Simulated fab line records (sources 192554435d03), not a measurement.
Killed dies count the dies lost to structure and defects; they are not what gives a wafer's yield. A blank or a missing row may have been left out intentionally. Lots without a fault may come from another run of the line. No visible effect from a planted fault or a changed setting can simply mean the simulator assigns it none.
Which tool did it? || flow n5-finfet || 72 wafers sampled from 24 lots at 1 step of a route of 1938

## WHAT EACH GAUGE READ, for each wafer
N5_BEOL_M2_INSPECT_30: inspects for defects (brightfield). Usual: raw-defect-count reads 413 (standard deviation 100).
{"lot": "L074", "measured": "day 6 19:17", "on": "defect-inspect-01", "raw-defect-count": "522 378 298", "flag": ""}
{"lot": "L075", "measured": "day 7 01:07", "on": "defect-inspect-01", "raw-defect-count": "447 318 511", "flag": ""}
{"lot": "L076", "measured": "day 7 01:32", "on": "defect-inspect-02", "raw-defect-count": "571 736 649", "flag": ""}
{"lot": "L077", "measured": "day 7 01:45", "on": "defect-inspect-02", "raw-defect-count": "484 634 361", "flag": ""}
{"lot": "L078", "measured": "day 7 13:55", "on": "defect-inspect-01", "raw-defect-count": "504 493 420", "flag": ""}
{"lot": "L079", "measured": "day 7 14:25", "on": "defect-inspect-02", "raw-defect-count": "503 563 370", "flag": ""}
{"lot": "L081", "measured": "day 8 13:57", "on": "defect-inspect-02", "raw-defect-count": "348 379 306", "flag": ""}
{"lot": "L080", "measured": "day 8 14:13", "on": "defect-inspect-01", "raw-defect-count": "351 382 402", "flag": ""}
{"lot": "L082", "measured": "day 8 14:59", "on": "defect-inspect-01", "raw-defect-count": "299 392 280", "flag": ""}
{"lot": "L083", "measured": "day 9 01:19", "on": "defect-inspect-02", "raw-defect-count": "474 547 373", "flag": ""}
{"lot": "L084", "measured": "day 9 05:58", "on": "defect-inspect-02", "raw-defect-count": "374 486 433", "flag": ""}
{"lot": "L085", "measured": "day 9 10:29", "on": "defect-inspect-02", "raw-defect-count": "439 615 365", "flag": ""}
{"lot": "L086", "measured": "day 9 23:20", "on": "defect-inspect-02", "raw-defect-count": "634 349 474", "flag": ""}
{"lot": "L087", "measured": "day 10 08:32", "on": "defect-inspect-01", "raw-defect-count": "258 293 264", "flag": ""}
{"lot": "L089", "measured": "day 10 10:00", "on": "defect-inspect-02", "raw-defect-count": "330 291 336", "flag": ""}
{"lot": "L088", "measured": "day 10 10:11", "on": "defect-inspect-02", "raw-defect-count": "352 371 384", "flag": ""}
{"lot": "L090", "measured": "day 11 01:38", "on": "defect-inspect-01", "raw-defect-count": "322 285 508", "flag": ""}
{"lot": "L091", "measured": "day 11 05:28", "on": "defect-inspect-01", "raw-defect-count": "475 426 373", "flag": ""}
{"lot": "L092", "measured": "day 11 08:27", "on": "defect-inspect-02", "raw-defect-count": "335 580 481", "flag": ""}
{"lot": "L095", "measured": "day 11 18:40", "on": "defect-inspect-02", "raw-defect-count": "400 381 312", "flag": ""}
{"lot": "L094", "measured": "day 11 22:50", "on": "defect-inspect-01", "raw-defect-count": "418 418 302", "flag": ""}
{"lot": "L093", "measured": "day 12 06:19", "on": "defect-inspect-02", "raw-defect-count": "396 470 345", "flag": ""}
{"lot": "L096", "measured": "day 12 10:59", "on": "defect-inspect-02", "raw-defect-count": "362 562 530", "flag": ""}
{"lot": "L097", "measured": "day 12 15:22", "on": "defect-inspect-02", "raw-defect-count": "268 423 287", "flag": ""}

## EACH LOT AND THE TOOL THAT RAN IT (in order: tool; ch and the chambers of the sampled wafers; start)
The record shows no process step preceding these readings.

## WHAT THE TOOLS THEMSELVES READ (means of the sampled wafers that have a number; where no wafer has one, the mark that the record gives instead)
The record holds no such reading with a usual standard deviation.

## THE ANSWER, worked out from the rows above alone
Rule: lot off if the mean of its wafers having a number is beyond 3 standard deviations from the usual mean. A lot without any number at a reading at which 4 lots or more have one is off too. All remaining lots with rows at the step are treated as sound. After the gauges, taken in route order, come the tools' own readings; for these a lot's mean is taken, as printed above. At the first step where some lot is off, the reading lying furthest off is the one used; lots without a number count as furthest.
No lot is off on any of the readings shown, so nothing can be concluded from this.

## WHAT WAS PUT IN BY THE SIMULATOR
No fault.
